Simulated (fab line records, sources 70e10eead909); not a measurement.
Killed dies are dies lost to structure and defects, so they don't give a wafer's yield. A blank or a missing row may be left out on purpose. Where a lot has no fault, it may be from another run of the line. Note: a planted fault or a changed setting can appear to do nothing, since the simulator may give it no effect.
Which of the tools did it? | flow nand_harc | Sampling: 10 lots, 30 wafers, 9 of 1302 route steps

== WHAT THE GAUGES SHOWED, per wafer ==
NHARC_A_ONON_D1_THK_MEAS_14: measures by ellipsometry. Usual: thk_nm at 1003 nm, with a standard deviation of 11.
lot  | measured     | on            | thk_nm (nm)    | flag
L361 | day 8 03:31  | film_metro-02 | 1009 1007 1007 |
L362 | day 8 03:31  | film_metro-01 | 994 994 991    |
L363 | day 8 22:01  | film_metro-01 | 1033 1034 1034 |
L367 | day 10 01:21 | film_metro-01 | 996 995 994    |
L366 | day 10 01:21 | film_metro-02 | 1012 1011 1011 |
L374 | day 13 02:44 | film_metro-02 | 1006 1007 1006 |
L376 | day 13 21:23 | film_metro-02 | 996 996 997    |
L380 | day 15 10:10 | film_metro-01 | 988 991 988    |
L383 | day 17 06:46 | film_metro-02 | 1015 1015 1016 |
L384 | day 17 12:21 | film_metro-01 | 1000 1000 1000 |

NHARC_A_ONON_D1_THK_MEAS_27: measures by ellipsometry. Usual: thk_nm at 997 nm, with a standard deviation of 8.4.
lot  | measured     | on            | thk_nm (nm)    | flag
L361 | day 8 12:59  | film_metro-01 | 996 999 998    |
L362 | day 8 12:59  | film_metro-02 | 1002 1002 1002 |
L363 | day 9 07:20  | film_metro-01 | 1007 1010 1009 |
L367 | day 10 12:43 | film_metro-02 | 982 982 982    |
L366 | day 10 12:41 | film_metro-01 | 1016 1013 1016 |
L374 | day 13 12:18 | film_metro-01 | 1003 1001 1002 |
L376 | day 14 06:52 | film_metro-02 | 1007 1004 1002 |
L380 | day 15 19:40 | film_metro-02 | 989 992 991    |
L383 | day 17 16:16 | film_metro-02 | 996 995 994    |
L384 | day 18 00:11 | film_metro-02 | 1005 1006 1005 |

NHARC_A_CHANNEL_HOLE_D1_CD_MEAS_10: the cd target is 100 nm. Usual: cd_nm at 99.7 nm, with a standard deviation of 0.56.
lot  | measured     | on        | cd_nm (nm)       | flag
L361 | day 8 18:54  | cd_sem-01 | 99.7 99.8 100.3  |
L362 | day 8 18:43  | cd_sem-01 | 100.1 98.8 99.5  |
L363 | day 9 14:13  | cd_sem-03 | 99.3 99.9 99.6   |
L367 | day 10 16:34 | cd_sem-03 | 100.1 100.0 99.7 |
L366 | day 10 16:25 | cd_sem-03 | 99.7 100.0 99.1  |
L374 | day 13 16:11 | cd_sem-02 | 91.2 92.1 91.6   | OFF
L376 | day 14 13:57 | cd_sem-03 | 94.0 92.8 93.1   | OFF
L380 | day 16 02:04 | cd_sem-03 | 98.5 99.9 100.1  |
L383 | day 17 21:13 | cd_sem-03 | 100.4 99.3 100.1 |
L384 | day 18 06:52 | cd_sem-03 | 100.7 99.5 99.3  |

NHARC_A_CHANNEL_HOLE_D1_CD_MEAS_18. Usual: cd_nm at 99.4 nm, with a standard deviation of 2.5.
lot  | measured     | on        | cd_nm (nm)        | flag
L361 | day 8 20:12  | cd_sem-03 | 101.0 98.5 97.6   |
L362 | day 8 20:00  | cd_sem-02 | 103.7 103.3 97.4  |
L363 | day 9 15:31  | cd_sem-02 | 102.5 102.6 98.4  |
L367 | day 10 18:19 | cd_sem-03 | 98.5 98.3 99.6    |
L366 | day 10 17:53 | cd_sem-02 | 101.2 105.4 103.1 |
L374 | day 13 17:29 | cd_sem-01 | 90.8 88.9 88.5    | OFF
L376 | day 14 16:45 | cd_sem-01 | 94.1 89.9 91.9    |
L380 | day 16 03:22 | cd_sem-03 | 97.7 99.0 97.6    |
L383 | day 17 22:31 | cd_sem-01 | 99.3 95.6 95.1    |
L384 | day 18 08:10 | cd_sem-02 | 100.9 95.9 96.7   |

NHARC_A_CHANNEL_HOLE_D1_CD_MEAS_30. Usual: cd_nm at 89.4 nm, with a standard deviation of 1.2.
lot  | measured     | on        | cd_nm (nm)     | flag
L361 | day 9 01:49  | cd_sem-01 | 90.6 88.5 90.0 |
L362 | day 9 01:36  | cd_sem-02 | 92.3 90.0 88.8 |
L363 | day 9 21:19  | cd_sem-02 | 88.9 90.3 88.1 |
L367 | day 11 01:18 | cd_sem-03 | 90.5 93.1 91.8 |
L366 | day 11 03:38 | cd_sem-02 | 89.6 90.5 88.6 |
L374 | day 13 23:04 | cd_sem-01 | 79.7 80.9 80.8 | OFF
L376 | day 14 23:14 | cd_sem-03 | 82.3 83.7 82.6 | OFF
L380 | day 16 08:59 | cd_sem-02 | 87.7 88.2 89.8 |
L383 | day 18 04:07 | cd_sem-01 | 89.7 89.5 90.8 |
L384 | day 18 16:23 | cd_sem-02 | 91.6 91.5 88.0 |

NHARC_END_SORT_01. Usual: killed_at_array 58, standard deviation 20; killed_at_other 1.0, standard deviation 1.2; killed_at_periphery 4.1, standard deviation 3; killed_dies 63, standard deviation 20; killed_open 3.2, standard deviation 1.7; killed_short 2.5, standard deviation 1.5.
lot  | measured     | on        | killed_at_array | killed_at_other | killed_at_periphery | killed_dies | killed_open | killed_short | flag
L374 | day 29 17:09 | prober-02 | 29 22 33        | 2 1 1           | 13 9 13             | 44 32 47    | 1 2 4       | 2 0 2        |

== EACH LOT AND THE TOOL THAT RAN IT (in order: tool; ch and the chambers of the sampled wafers; start) ==
lot  | NHARC_A_CHANNEL_HOLE_D1_EXPOSE_07  | NHARC_A_CHANNEL_HOLE_D1_ETCH_19  | NHARC_A_CHANNEL_HOLE_D1_XSEM_31
L361 | arfi_scanner-01 ch 0, day 8 18:46  | har_etch-02 ch 0,1, day 8 20:17  | xsem-02 ch 0, day 9 01:54
L362 | arfi_scanner-03 ch 0, day 8 18:35  | har_etch-01 ch 0,1, day 8 20:06  | xsem-01 ch 0, day 9 01:41
L363 | arfi_scanner-03 ch 0, day 9 14:05  | har_etch-01 ch 0,1, day 9 15:36  | xsem-02 ch 0, day 9 21:24
L367 | arfi_scanner-02 ch 0, day 10 16:26 | har_etch-01 ch 0,1, day 10 19:47 | xsem-01 ch 0, day 11 01:23
L366 | arfi_scanner-01 ch 0, day 10 16:17 | har_etch-02 ch 0, day 10 18:02   | xsem-02 ch 0, day 11 03:44
L374 | arfi_scanner-02 ch 0, day 13 16:03 | har_etch-01 ch 0,1, day 13 17:36 | xsem-02 ch 0, day 13 23:09
L376 | arfi_scanner-02 ch 0, day 14 13:49 | har_etch-02 ch 0,1, day 14 17:34 | xsem-02 ch 0, day 14 23:20
L380 | arfi_scanner-03 ch 0, day 16 01:56 | har_etch-02 ch 0,1, day 16 03:28 | xsem-01 ch 0, day 16 09:04
L383 | arfi_scanner-01 ch 0, day 17 21:04 | har_etch-01 ch 0,1, day 17 22:37 | xsem-02 ch 0, day 18 04:12
L384 | arfi_scanner-03 ch 0, day 18 06:44 | har_etch-02 ch 0,1, day 18 10:46 | xsem-01 ch 0, day 18 16:29
- NHARC_A_CHANNEL_HOLE_D1_EXPOSE_07: exposes mask HOLE D1, target cd 100 nm.
- NHARC_A_CHANNEL_HOLE_D1_ETCH_19: etches the open film in C4F8/O2/Ar, time 34.5 s.
- NHARC_A_CHANNEL_HOLE_D1_XSEM_31

== WHAT THE TOOLS THEMSELVES READ (means of the sampled wafers that have a number; where no wafer has one, the mark that the record gives instead) ==
NHARC_A_CHANNEL_HOLE_D1_EXPOSE_07. Usual: exposure_dose_mJ_cm2 at 59.64, with a standard deviation of 0.059.
lot  | tool            | exposure_dose_mJ_cm2 | flag
L361 | arfi_scanner-01 | 59.61                |
L362 | arfi_scanner-03 | 59.69                |
L363 | arfi_scanner-03 | 59.62                |
L367 | arfi_scanner-02 | 59.62                |
L366 | arfi_scanner-01 | 59.67                |
L374 | arfi_scanner-02 | 49.89                | OFF
L376 | arfi_scanner-02 | 51.89                | OFF
L380 | arfi_scanner-03 | 59.70                |
L383 | arfi_scanner-01 | 59.61                |
L384 | arfi_scanner-03 | 59.63                |

NHARC_A_CHANNEL_HOLE_D1_ETCH_19. Usual: chamber_pressure_mTorr 15.00 mTorr, standard deviation 0.037; drypump_motor_current_A 6.2 A, standard deviation 0.35; showerhead_plenum_p_Torr 3.71 Torr, standard deviation 0.11; throttle_valve_pct 37.038 %, standard deviation 0.01.
lot  | tool        | chamber_pressure_mTorr (mTorr) | drypump_motor_current_A (A) | showerhead_plenum_p_Torr (Torr) | throttle_valve_pct (%) | flag
L361 | har_etch-02 | 15.00                          | 6.5                         | 3.72                            | 37.046                 |
L362 | har_etch-01 | 14.99                          | 6.1                         | 3.78                            | 37.039                 |
L363 | har_etch-01 | 15.00                          | 6.1                         | 3.77                            | 37.041                 |
L367 | har_etch-01 | 14.99                          | 6.1                         | 3.76                            | 37.029                 |
L366 | har_etch-02 | 15.00                          | 5.8                         | 3.54                            | 37.043                 |
L374 | har_etch-01 | 15.01                          | 6.1                         | 3.74                            | 37.039                 |
L376 | har_etch-02 | 15.00                          | 6.1                         | 3.59                            | 37.034                 |
L380 | har_etch-02 | 14.85                          | 6.2                         | 3.58                            | 37.035                 | OFF
L383 | har_etch-01 | 14.99                          | 6.1                         | 3.70                            | 37.042                 |
L384 | har_etch-02 | 15.00                          | 6.5                         | 3.82                            | 37.028                 |

NHARC_A_CHANNEL_HOLE_D1_XSEM_31. Usual: bot_cd_nm 73.9 nm, standard deviation 1.3; bow_nm 8.73 nm, standard deviation 0.25; tilt_deg 0.08 degrees, standard deviation 0.038.
lot  | tool    | bot_cd_nm (nm) | bow_nm (nm) | tilt_deg (degrees) | flag
L361 | xsem-02 | 74.7           | 9.21        | 0.09               |
L362 | xsem-01 | 74.3           | 8.91        | 0.16               |
L363 | xsem-02 | 74.3           | 9.06        | 0.08               |
L367 | xsem-01 | 76.2           | 8.62        | 0.04               |
L366 | xsem-02 | 73.8           | 8.74        | 0.09               |
L374 | xsem-02 | 64.6           | 8.66        | 0.10               | OFF
L376 | xsem-02 | 67.2           | 8.75        | 0.09               | OFF
L380 | xsem-01 | 73.7           | 8.71        | 0.11               |
L383 | xsem-02 | 75.2           | 8.98        | 0.02               |
L384 | xsem-01 | 75.2           | 8.71        | 0.05               |

== THE ANSWER, worked out from the rows above alone ==
Rule: a lot counts as off when the mean over its wafers that have a number is more than 3 standard deviations away from the usual mean. Also off: a lot with no number at a reading for which 4 or more lots have one. Any other lot the step has rows for is counted as sound. First the gauges in route order, then the tools' own readings, where a lot's mean is used as printed above. At the first step where some lot is off, the reading lying furthest off is the one used; lots without a number count as furthest.
Off at NHARC_A_CHANNEL_HOLE_D1_CD_MEAS_10 (cd_nm): L374, L376.
A tool fits if, at a process step before that reading, it ran every lot that is off, and no sound lot after the first of them. The gauges at NHARC_A_CHANNEL_HOLE_D1_CD_MEAS_10 aren't tried: what is off there is off at NHARC_A_CHANNEL_HOLE_D1_EXPOSE_07 too, on other tools, and a gauge's error can't cause that. One fits: arfi_scanner-02 at NHARC_A_CHANNEL_HOLE_D1_EXPOSE_07. Its last sound lot is L367 (day 10 16:26), its first lot that is off L374 (day 13 16:03): a fault that began between those two fits.
The tool's own readings at NHARC_A_CHANNEL_HOLE_D1_EXPOSE_07 bear it out: on the lots that are off they differ by more than 5 times the standard deviation of the sound lots' means. exposure_dose_mJ_cm2 reads 50.89 there against 59.64 on the sound lots.

== WHAT THE SIMULATOR PUT IN ==
Process parameter drift: arfi_scanner-02, from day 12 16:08 on, at NHARC_A_CHANNEL_HOLE_D1_EXPOSE_07. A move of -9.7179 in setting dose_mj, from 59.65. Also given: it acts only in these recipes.
Shown lots that were struck: L374, L376. This agrees with what the rule above found.
